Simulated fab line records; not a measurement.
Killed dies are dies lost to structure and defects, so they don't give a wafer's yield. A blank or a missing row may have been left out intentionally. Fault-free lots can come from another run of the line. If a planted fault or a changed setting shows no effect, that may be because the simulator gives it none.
Comparing a struck lot with a sound one + flow n5 finfet + 19 out of 1938 route steps
Sound: wafers L112.3, L112.4, L112.5. The struck wafers were L126.3, L126.5, L126.6. The cause is given at the end.
For every step that has rows: the tool of each side, followed by ch and its chambers, followed by its first start. Under that, the readings that differ: sound wafers + struck wafers + difference of the means + sigmas: that difference in standard deviations of wafers without a fault.
alike: a reading whose means differ by less than 2 such deviations, as well as words and numbers matching on both sides. not compared: withheld readings; readings where some wafer has no value; bounds like >300 that might hide an equal value; numbers whose values overlap and for which the record gives no deviation.
A row with sigmas, a row that says differs or no value, or rows on one side alone: a step with any of these is where the two part. Non-overlapping numbers with no deviation appear without sigmas and do not part them. A reading that every wafer of one side lacks parts them only if that side has two wafers or more.

N5_FIN_SAQP_HM_DEP_03: deposits SiNx from SiH4/NH3/N2, target thk 38 nm, time 33.6 s.
  sound on pecvd-01 ch 0,1, day 2 21:34; struck on pecvd-01 ch 0,1,2, day 6 09:05
  alike: heater power w, showerhead plenum p Torr, throttle valve pct
N5_FIN_SAQP_THK_MEAS_05:
  sound: film metro-02 at day 2 21:40; struck: film metro-01 at day 6 09:10
  alike: thk nm
N5_FIN_SAQP_PECVD_47: deposits a-Si from SiH4/He, target thk 45 nm, time 36.3 s.
  sound on pecvd-03 ch 0,1, day 2 21:42; struck on pecvd-01 ch 0,2, day 6 09:13
  alike: heater power w, showerhead plenum p Torr, throttle valve pct
N5_FIN_SAQP_PECVD_48: deposits SiNx from SiH4/NH3/N2, target thk 25 nm, time 22.1 s.
  sound on pecvd-03 ch 0,1, day 2 21:44; struck on pecvd-01 ch 0,2, day 6 09:15
  alike: heater power w, showerhead plenum p Torr, throttle valve pct
N5_FIN_SAQP_PECVD_06: deposits a-Si from SiH4/He, target thk 60 nm, time 48.1 s.
  sound on pecvd-03 ch 0,1, day 2 21:47; struck on pecvd-01 ch 0,2, day 6 09:17
  alike: heater power w, showerhead plenum p Torr, throttle valve pct
N5_FIN_SAQP_THK_MEAS_07:
  sound: film metro-01 at day 2 21:52; struck: film metro-02 at day 6 09:23
  alike: thk nm
N5_FIN_SAQP_HM_DEP_72: deposits SiO2 from SiH4/N2O, target thk 12 nm, time 7.2 s.
  sound on pecvd-04 ch 0,1, day 2 21:55; struck on pecvd-04 ch 0,1, day 6 09:25
  alike: heater power w, showerhead plenum p Torr
then, 5 steps without rows for these wafers: N5_FIN_SAQP_COAT_49 (time 60 s, resist thk 100 nm); N5_FIN_SAQP_COAT_50 (time 60 s, resist thk 35 nm); N5_FIN_SAQP_COAT_10 (resist thk 90 nm); N5_FIN_SAQP_EBR_12; N5_FIN_SAQP_SOFTBAKE_11 (time 60 s).
N5_FIN_SAQP_EXPOSE_13: exposes mask FIN CORE, target cd 35.6 nm.
  sound on arfi scanner-03 ch 0, day 2 22:14; struck on arfi scanner-03 ch 0, day 6 09:37
| reading                          | sound                | struck            | difference | sigmas |
|----------------------------------|----------------------|-------------------|------------|--------|
| model.FIN_SAQP.overlay x nm (nm) | 0.5521 0.5521 0.5521 | 18.15 18.15 18.15 | +17.60     |        |
  alike: mask, focus offset nm
then, 2 steps without rows for these wafers: N5_FIN_SAQP_PEB_14 (peb time 60 s); N5_FIN_SAQP_DEVELOP_15 (develop time 30 s).
N5_FIN_SAQP_CD_MEAS_16: target cd 35.6 nm.
  sound on cd sem-02 ch 0, day 2 22:22; struck on cd sem-02 ch 0, day 6 09:44
  alike: cd nm
N5_FIN_SAQP_OVL_MEAS_17:
  sound on overlay-02 ch 0, day 2 22:23; struck on overlay-01 ch 0, day 6 09:47
| reading           | sound        | struck         | difference | sigmas |
|-------------------|--------------|----------------|------------|--------|
| FIN_CORE_OVL (nm) | 0.4 -0.7 0.1 | 17.9 18.3 17.7 | +18.0      | +24    |
N5_FIN_SAQP_INSPECT_18: inspects for defects (brightfield).
  sound: defect inspect-02 at day 2 22:25; struck: defect inspect-02 at day 6 09:48
| reading          | sound       | struck      | difference | sigmas |
|------------------|-------------|-------------|------------|--------|
| raw defect count | 594 831 967 | 476 384 381 | -384       | -3     |
-- record jumps: 6 days separate the struck wafers' starts on either side; left off in module FIN_SAQP, taken up again in module BEOL_M4, whose first shown step is the route's number 1111 --
N5_BEOL_M4_RC_MEAS_101:
  sound on prober-02 ch 0, day 9 12:44; struck on prober-01 ch 0, day 12 12:43
  alike: DIBL_N, DIBL_P, IOFF_N, IOFF_P, ION_N, ION_P, SS_N, SS_P, VT_N, VT_P

== WHERE THEY PART ==
At N5_FIN_SAQP_OVL_MEAS_17 first; at N5_FIN_SAQP_INSPECT_18 last (within this record only). Later steps at which nothing parts them and some readings are alike: N5_BEOL_M4_RC_MEAS_101.

WHY: the cause the simulator had injected
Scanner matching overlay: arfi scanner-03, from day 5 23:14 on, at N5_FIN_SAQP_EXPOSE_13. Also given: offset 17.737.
